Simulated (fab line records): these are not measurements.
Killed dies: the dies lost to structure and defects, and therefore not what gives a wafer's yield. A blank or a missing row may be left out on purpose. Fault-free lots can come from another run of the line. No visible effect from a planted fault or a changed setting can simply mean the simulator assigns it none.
fab line records + flow n5Finfet + part 2 of 2: steps 5 to 6 of 6
record:
- lots: 21
- wafers: 63
- lastDay: 17
route steps=1938 shown BEOL_M15@1786 MIM_BOT_ETCH@1868
lots that met no fault: from a run of the same line without faults
startH: the number of hours between the record's first day and the start of the first shown wafer of the lot + waitH: hours elapsed since this lot's preceding step + " identical to the entry in the row above + L1.1+2: several wafers, shown together as one row + - value missing, or start not given + * or withheld: withheld + < > ~ a bound
route shown NAME@n: NAME is a module with steps in the file, n the number in the route of the first one + usual: the fault-free wafers' mean and standard deviation + same: alike in all rows + chamber/n: place in a boat + sites: per-site readings + _std_site: their standard deviation + _edge_site: mean of outer sites minus mean of inner sites + radiusMm: for every site, how far away it sits from the centre of the wafer + mask NAME#n: copy n + behind: the most recent tool/chamber to have shaped the wafer + hold: the reason the lot was held/the length of the hold in hours/how it ended + device: which transistor (n, p or np) failed to switch + end of line: at the end of the route, the tests of the same wafers + a step given without rows: its recipe and nothing more + killed: dies that structure and defects cost at the first sort, which is not the same as the wafer's yield + map: shows each die of a wafer: x if killed, . if not, _ if none is there
set.NAME: the setting the step ran with; set.NAME@STEP: the setting that earlier step ran with + model.NAME: the simulator's own value behind a step, which no gauge read
the route's steps for a sample of lots (tables are steps, rows are wafers)
services: from which hour (startH, from the record's first day; less than 0 if before it) a tool's chamber was out of use, for how many hours, and why
== steps ==
step: N5_MIM_BOT_ETCH_ETCH_00
recipe:
- chemistry: Cl2/BCl3
- target: TiN
- targetDepthA: 455
- ionEnergyEv: 150
- pressureMtorr: 10
- icpW: 1000
- biasW: 126
- Cl2_flow_sccm: 53.25
- bcl3FlowSccm: 21.75
- Ar_flow_sccm: 25
usual:
- drypumpMotorCurrentA: 5.7/0.37
- oesProductAu: 0.76/0.089
- throttleValvePct: 22.05/0.3
| lot.wafer | tool        | chamber | startH | waitH | drypumpMotorCurrentA | oesProductAu | rfHoursCounterH | throttleValvePct |
|-----------|-------------|---------|--------|-------|----------------------|--------------|-----------------|------------------|
| L074.2    | rieMetal-02 | 0       | 242.75 | 0.1   | 5.9                  | 0.63         | 106             | 22.11            |
| L074.3    | "           | 0       | "      | "     | 5.9                  | 0.64         | -               | 22.12            |
| L074.4    | "           | 1       | "      | "     | 5.3                  | 0.76         | -               | 22.27            |
| L076.2    | rieMetal-03 | 1       | 247.79 | 0.1   | 5.7                  | 0.89         | 10              | 21.45            |
| L076.5    | "           | 0       | "      | "     | 5.7                  | 0.71         | -               | 22.28            |
| L076.6    | "           | 1       | "      | "     | 5.7                  | 0.88         | -               | 21.45            |
| L075.3    | rieMetal-01 | 1       | 252.15 | 0.1   | 6.5                  | 0.68         | -               | 22.09            |
| L075.5    | "           | 0       | "      | "     | 5.4                  | 0.86         | -               | 21.86            |
| L075.6    | "           | 1       | "      | "     | 6.5                  | 0.69         | -               | 22.11            |
| L077.2    | rieMetal-02 | 0       | 269.50 | 0.1   | 5.8                  | 0.63         | 108             | 22.12            |
| L077.5    | "           | 0       | "      | "     | 5.9                  | 0.63         | -               | 22.14            |
| L077.6    | "           | 1       | "      | "     | 5.3                  | 0.76         | -               | 22.30            |
| L079.3    | rieMetal-03 | 0       | 276.77 | 0.1   | 5.7                  | 0.70         | -               | 22.28            |
| L079.5    | "           | 0       | "      | "     | 5.7                  | 0.70         | -               | 22.29            |
| L079.6    | "           | 1       | "      | "     | 5.7                  | 0.87         | -               | 21.46            |
| L078.1    | rieMetal-01 | 0       | 278.85 | 0.1   | 5.4                  | 0.84         | 18              | 21.86            |
| L078.3    | "           | 1       | "      | "     | 6.5                  | 0.68         | -               | 22.11            |
| L078.6    | "           | 0       | "      | "     | 5.4                  | 0.83         | -               | 21.87            |
| L081.2    | rieMetal-03 | 1       | 287.86 | 0.1   | 5.7                  | 0.88         | 13              | 21.45            |
| L081.4    | "           | 0       | "      | "     | 5.7                  | 0.70         | -               | 22.30            |
| L081.6    | "           | 1       | "      | "     | 5.7                  | 0.87         | -               | 21.46            |
| L084.3    | rieMetal-03 | 1       | 295.92 | 0.1   | 5.7                  | 0.87         | -               | 21.45            |
| L084.4    | "           | 0       | "      | "     | 5.8                  | 0.70         | -               | 22.27            |
| L084.5    | "           | 1       | "      | "     | 5.7                  | 0.86         | -               | 21.46            |
| L085.2    | rieMetal-03 | 0       | 308.91 | 0.1   | 5.7                  | 0.70         | 85              | 22.26            |
| L085.3    | "           | 1       | "      | "     | 5.7                  | 0.87         | -               | 21.47            |
| L085.6    | "           | 0       | "      | "     | 5.8                  | 0.70         | -               | 22.30            |
| L086.1    | rieMetal-01 | 1       | 316.24 | 0.1   | 6.4                  | 0.67         | 85              | 22.14            |
| L086.2    | "           | 0       | "      | "     | 5.4                  | 0.82         | 22              | 21.88            |
| L086.4    | "           | 1       | "      | "     | 6.5                  | 0.67         | -               | 22.12            |
| L087.2    | rieMetal-03 | 1       | 317.55 | 0.1   | 5.7                  | 0.87         | 16              | 21.47            |
| L087.3    | "           | 1       | "      | "     | 5.7                  | 0.87         | -               | 21.45            |
| L087.6    | "           | 0       | "      | "     | 5.7                  | 0.69         | -               | 22.29            |
| L088.1    | rieMetal-01 | 0       | 331.20 | 0.1   | 5.4                  | 0.83         | 23              | 21.88            |
| L088.2    | "           | 1       | "      | "     | 6.5                  | 0.66         | 86              | 22.10            |
| L088.4    | "           | 0       | "      | "     | 5.4                  | 0.82         | -               | 21.87            |
| L090.1    | rieMetal-02 | 1       | 334.00 | 0.1   | 5.3                  | 0.74         | 56              | 22.30            |
| L090.4    | "           | 1       | "      | "     | 5.3                  | 0.73         | -               | 22.32            |
| L090.6    | "           | 1       | "      | "     | 5.3                  | 0.74         | -               | 22.31            |
| L091.1    | rieMetal-02 | 1       | 340.60 | 0.1   | 5.3                  | 0.74         | 57              | 22.29            |
| L091.3    | "           | 1       | "      | "     | 5.3                  | 0.74         | -               | 22.32            |
| L091.4    | "           | 1       | "      | "     | 5.3                  | 0.74         | -               | 22.30            |
| L089.1    | rieMetal-01 | 1       | 340.65 | 0.1   | 6.5                  | 0.66         | 86              | 22.13            |
| L089.4    | "           | 0       | "      | "     | 5.4                  | 0.83         | -               | 21.89            |
| L089.6    | "           | 1       | "      | "     | 6.4                  | 0.67         | -               | 22.11            |
| L092.2    | rieMetal-02 | 1       | 342.22 | 0.1   | 5.3                  | 0.74         | 57              | 22.33            |
| L092.4    | "           | 0       | "      | "     | 5.9                  | 0.98         | -               | 22.16            |
| L092.6    | "           | 1       | "      | "     | 5.3                  | 0.74         | -               | 22.32            |
| L093.1    | rieMetal-01 | 0       | 346.58 | 0.1   | 5.4                  | 0.81         | 25              | 21.89            |
| L093.5    | "           | 1       | "      | "     | 6.5                  | 0.66         | -               | 22.14            |
| L093.6    | "           | 0       | "      | "     | 5.4                  | 0.81         | -               | 21.90            |
| L094.2    | rieMetal-03 | 0       | 351.84 | 0.1   | 5.8                  | 0.69         | 90              | 22.29            |
| L094.3    | "           | 0       | "      | "     | 5.7                  | 0.69         | -               | 22.31            |
| L094.5    | "           | 0       | "      | "     | 5.7                  | 0.69         | -               | 22.29            |
| L095.1    | rieMetal-02 | 0       | 376.52 | 0.1   | 5.9                  | 0.93         | 3               | 22.18            |
| L095.2    | "           | 1       | "      | "     | 5.3                  | 0.73         | 60              | 22.32            |
| L095.4    | "           | 0       | "      | "     | 5.9                  | 0.93         | -               | 22.17            |
| L096.2    | rieMetal-01 | 1       | 379.35 | 0.1   | 6.5                  | 0.66         | 90              | 22.14            |
| L096.3    | "           | 1       | "      | "     | 6.5                  | 0.65         | -               | 22.13            |
| L096.4    | "           | 0       | "      | "     | 5.4                  | 0.81         | -               | 21.91            |
| L097.2    | rieMetal-03 | 1       | 391.90 | 0.1   | 5.7                  | 0.85         | 21              | 21.45            |
| L097.3    | "           | 1       | "      | "     | 5.7                  | 0.85         | -               | 21.45            |
| L097.6    | "           | 1       | "      | "     | 5.7                  | 0.85         | -               | 21.46            |
step: N5_MIM_BOT_ETCH_STRIP_01
recipe:
- chemistry: O2
- powerW: 600
- tempC: 60
- pressureMtorr: 30
- rfFrequencyHz: 6e+07
- biasPowerW: 0
- overashFraction: 0.5
- o2FlowSccm: 225
usual:
- drypumpMotorCurrentA: 5.7/0.37
- oesProductAu: 0.83/0.096
- rfVppV: 3.7/1.4
- showerheadPlenumPTorr: 2.11/0.076
- throttleValvePct: 16.74/0.19
same:
- biasPowerW: 0
- overashFraction: 0.5
| lot.wafer | tool       | chamber | startH | waitH | drypumpMotorCurrentA | oesProductAu | rfHoursCounterH | rfVppV | showerheadPlenumPTorr | throttleValvePct |
|-----------|------------|---------|--------|-------|----------------------|--------------|-----------------|--------|-----------------------|------------------|
| L074.2    | rieDiel-06 | 2       | 242.89 | 0.1   | 5.2                  | 0.70         | 238             | 4.5    | 1.98                  | 16.94            |
| L074.3    | "          | 3       | "      | "     | 5.9                  | 0.95         | 4               | 3.1    | 2.05                  | 16.82            |
| L074.4    | "          | 0       | "      | "     | 5.9                  | 0.99         | -               | 1.5    | 2.12                  | 16.36            |
| L076.2    | rieDiel-06 | 3       | 247.93 | 0.1   | 5.9                  | 0.92         | 6               | 2.2    | 2.05                  | 16.81            |
| L076.5    | "          | 3       | "      | "     | 5.9                  | 0.96         | -               | 2.2    | 2.05                  | 16.84            |
| L076.6    | "          | 2       | "      | "     | 5.3                  | 0.70         | -               | 5.1    | 1.98                  | 16.96            |
| L075.3    | rieDiel-02 | 3       | 252.25 | 0.1   | 5.8                  | 0.81         | 83              | 2.2    | 2.23                  | 16.71            |
| L075.5    | "          | 0       | "      | "     | 5.3                  | 0.85         | -               | 2.3    | 2.10                  | 16.69            |
| L075.6    | "          | 3       | "      | "     | 5.8                  | 0.81         | -               | 3.8    | 2.23                  | 16.80            |
| L077.2    | rieDiel-02 | 0       | 269.66 | 0.1   | 5.3                  | 0.84         | 77              | 4.9    | 2.10                  | 16.72            |
| L077.5    | "          | 3       | "      | "     | 5.7                  | 0.80         | -               | 4.6    | 2.23                  | 16.74            |
| L077.6    | "          | 1       | "      | "     | 5.5                  | 0.70         | -               | 3.4    | 2.18                  | 17.16            |
| L079.3    | rieDiel-02 | 1       | 276.88 | 0.1   | 5.6                  | 0.71         | 237             | 3.1    | 2.18                  | 17.11            |
| L079.5    | "          | 3       | "      | "     | 5.8                  | 0.80         | -               | 1.6    | 2.23                  | 16.74            |
| L079.6    | "          | 1       | "      | "     | 5.5                  | 0.69         | -               | 4.3    | 2.18                  | 17.14            |
| L078.1    | rieDiel-04 | 0       | 279.05 | 0.2   | 6.1                  | 0.73         | 142             | 5.1    | 2.02                  | 16.77            |
| L078.3    | "          | 2       | "      | "     | 6.4                  | 0.69         | 222             | 3.9    | 1.98                  | 16.74            |
| L078.6    | "          | 2       | "      | "     | 6.4                  | 0.69         | -               | 3.2    | 1.98                  | 16.72            |
| L081.2    | rieDiel-02 | 1       | 288.01 | 0.1   | 5.6                  | 0.70         | 242             | 4.3    | 2.17                  | 17.12            |
| L081.4    | "          | 3       | "      | "     | 5.7                  | 0.80         | 97              | 1.6    | 2.22                  | 16.79            |
| L081.6    | "          | 2       | "      | "     | 5.0                  | 0.71         | -               | 4.0    | 2.07                  | 16.89            |
| L084.3    | rieDiel-02 | 0       | 296.07 | 0.1   | 5.3                  | 0.83         | 89              | 4.1    | 2.09                  | 16.74            |
| L084.4    | "          | 3       | "      | "     | 5.7                  | 0.78         | 100             | 4.4    | 2.22                  | 16.75            |
| L084.5    | "          | 1       | "      | "     | 5.5                  | 0.71         | -               | 2.4    | 2.17                  | 17.17            |
| L085.2    | rieDiel-02 | 0       | 309.05 | 0.1   | 5.3                  | 0.84         | 94              | 3.7    | 2.09                  | 16.81            |
| L085.3    | "          | 3       | "      | "     | 5.7                  | 0.79         | 105             | 3.4    | 2.22                  | 16.80            |
| L085.6    | "          | 3       | "      | "     | 5.7                  | 0.80         | -               | 4.4    | 2.22                  | 16.78            |
| L086.1    | rieDiel-04 | 0       | 316.38 | 0.1   | 6.1                  | 0.74         | 156             | 5.3    | 2.02                  | 16.80            |
| L086.2    | "          | 1       | "      | "     | 5.4                  | 0.83         | 108             | 4.1    | 2.10                  | 16.74            |
| L086.4    | "          | 2       | "      | "     | 6.4                  | 0.69         | 233             | 1.2    | 1.98                  | 16.79            |
| L087.2    | rieDiel-06 | 2       | 317.69 | 0.1   | 5.3                  | 0.95         | 10              | 2.3    | 2.24                  | 16.52            |
| L087.3    | "          | 1       | "      | "     | 6.1                  | 0.91         | 25              | 5.1    | 2.13                  | 16.54            |
| L087.6    | "          | 2       | "      | "     | 5.3                  | 0.94         | -               | 4.5    | 2.24                  | 16.52            |
| L088.1    | rieDiel-06 | 2       | 331.39 | 0.1   | 5.2                  | 0.92         | 15              | 4.5    | 2.24                  | 16.52            |
| L088.2    | "          | 3       | "      | "     | 5.9                  | 0.86         | 38              | 5.2    | 2.04                  | 16.89            |
| L088.4    | "          | 0       | "      | "     | 5.9                  | 0.90         | 44              | 1.1    | 2.11                  | 16.45            |
| L090.1    | rieDiel-04 | 1       | 334.27 | 0.2   | 5.4                  | 0.80         | 115             | 3.6    | 2.10                  | 16.69            |
| L090.4    | "          | 2       | "      | "     | 6.3                  | 0.69         | -               | 5.7    | 1.98                  | 16.73            |
| L090.6    | "          | 0       | "      | "     | 6.1                  | 0.73         | -               | 0.9    | 2.01                  | 16.80            |
| L089.1    | rieDiel-06 | 3       | 340.79 | 0.1   | 5.9                  | 0.86         | 40              | 3.7    | 2.04                  | 16.85            |
| L089.4    | "          | 1       | "      | "     | 6.1                  | 0.88         | 33              | 2.0    | 2.13                  | 16.60            |
| L089.6    | "          | 2       | "      | "     | 5.3                  | 0.92         | -               | 5.2    | 2.24                  | 16.55            |
| L091.1    | rieDiel-06 | 2       | 340.86 | 0.2   | 5.3                  | 0.94         | 18              | 6.3    | 2.24                  | 16.56            |
| L091.3    | "          | 1       | "      | "     | 6.1                  | 0.90         | 33              | 5.6    | 2.13                  | 16.63            |
| L091.4    | "          | 3       | "      | "     | 5.9                  | 0.86         | 40              | 5.2    | 2.04                  | 16.88            |
| L092.2    | rieDiel-06 | 0       | 342.36 | 0.1   | 5.9                  | 0.89         | 47              | 5.3    | 2.11                  | 16.42            |
| L092.4    | "          | 1       | "      | "     | 6.1                  | 0.89         | 33              | 5.1    | 2.13                  | 16.58            |
| L092.6    | "          | 1       | "      | "     | 6.1                  | 0.88         | -               | 1.9    | 2.13                  | 16.61            |
| L093.1    | rieDiel-02 | 2       | 346.75 | 0.1   | 5.0                  | 1.00         | 2               | 6.5    | 2.07                  | 16.48            |
| L093.5    | "          | 0       | "      | "     | 5.3                  | 0.81         | -               | 5.8    | 2.08                  | 16.81            |
| L093.6    | "          | 3       | "      | "     | 5.7                  | 0.77         | -               | 4.4    | 2.21                  | 16.82            |
| L094.2    | rieDiel-04 | 2       | 351.98 | 0.1   | 6.4                  | 0.67         | 247             | 3.6    | 1.97                  | 16.79            |
| L094.3    | "          | 0       | "      | "     | 6.1                  | 0.73         | 170             | 3.6    | 2.01                  | 16.83            |
| L094.5    | "          | 0       | "      | "     | 6.1                  | 0.75         | -               | 3.8    | 2.01                  | 16.80            |
| L095.1    | rieDiel-04 | 1       | 376.66 | 0.1   | 5.4                  | 0.79         | 132             | 4.5    | 2.09                  | 16.78            |
| L095.2    | "          | 3       | "      | "     | 5.6                  | 0.93         | 13              | 4.1    | 2.06                  | 16.63            |
| L095.4    | "          | 3       | "      | "     | 5.6                  | 0.94         | -               | 3.9    | 2.06                  | 16.65            |
| L096.2    | rieDiel-02 | 0       | 379.49 | 0.1   | 5.3                  | 0.79         | 121             | 4.0    | 2.08                  | 16.86            |
| L096.3    | "          | 2       | "      | "     | 5.0                  | 0.94         | 14              | 2.4    | 2.06                  | 16.47            |
| L096.4    | "          | 2       | "      | "     | 5.0                  | 0.94         | -               | 6.7    | 2.06                  | 16.49            |
| L097.2    | rieDiel-04 | 2       | 392.04 | 0.1   | 6.4                  | 0.98         | 7               | 5.8    | 2.23                  | 16.36            |
| L097.3    | "          | 1       | "      | "     | 5.4                  | 0.78         | 139             | 4.1    | 2.09                  | 16.81            |
| L097.6    | "          | 2       | "      | "     | 6.4                  | 0.96         | -               | 5.5    | 2.23                  | 16.35            |
== services ==
| tool          | chamber | startH | hours | kind                        |
|---------------|---------|--------|-------|-----------------------------|
| rieDiel-01    | 3       | 211.88 | 14.8  | repair                      |
| rieDiel-06    | -       | 224.00 | 4.3   | pm                          |
| rieMetal-01   | 1       | 225.19 | 7.6   | repair                      |
| rieDiel-03    | 3       | 232.01 | 2.0   | repair                      |
| rieDiel-02    | 2       | 266.21 | 11.0  | repair                      |
| rieDiel-03    | 3       | 266.40 | 4.3   | repair                      |
| rieMetal-02   | 0       | 273.31 | 12.5  | repair                      |
| rieDiel-04    | -       | 279.19 | 1.3   | repair                      |
| rieDiel-04    | 2       | 280.55 | 4.1   | repair                      |
| pvdSputter-02 | -       | 284.61 | 5.1   | repair                      |
| rieDiel-05    | 3       | 288.80 | 4.2   | repair                      |
| rieDiel-03    | 0       | 289.36 | 5.6   | repair                      |
| rieMetal-03   | 0       | 302.78 | 1.7   | repair                      |
| rieDiel-05    | 3       | 307.51 | -     | clean                       |
| rieDiel-05    | 3       | 307.51 | -     | consumableReplace:focusRing |
| rieDiel-06    | -       | 319.94 | 0.8   | repair                      |
| rieDiel-01    | 1       | 326.54 | 5.2   | repair                      |
| rieDiel-03    | 3       | 343.39 | 5.5   | repair                      |
| rieDiel-03    | 2       | 358.84 | 8.7   | repair                      |
| rieDiel-03    | 1       | 362.26 | 7.0   | repair                      |
| rieDiel-04    | 0       | 366.47 | 32.6  | repair                      |
| rieMetal-03   | -       | 374.34 | 14.6  | pm                          |
| rieDiel-02    | 3       | 377.58 | 6.5   | repair                      |
| rieDiel-02    | 2       | 383.38 | 5.2   | repair                      |
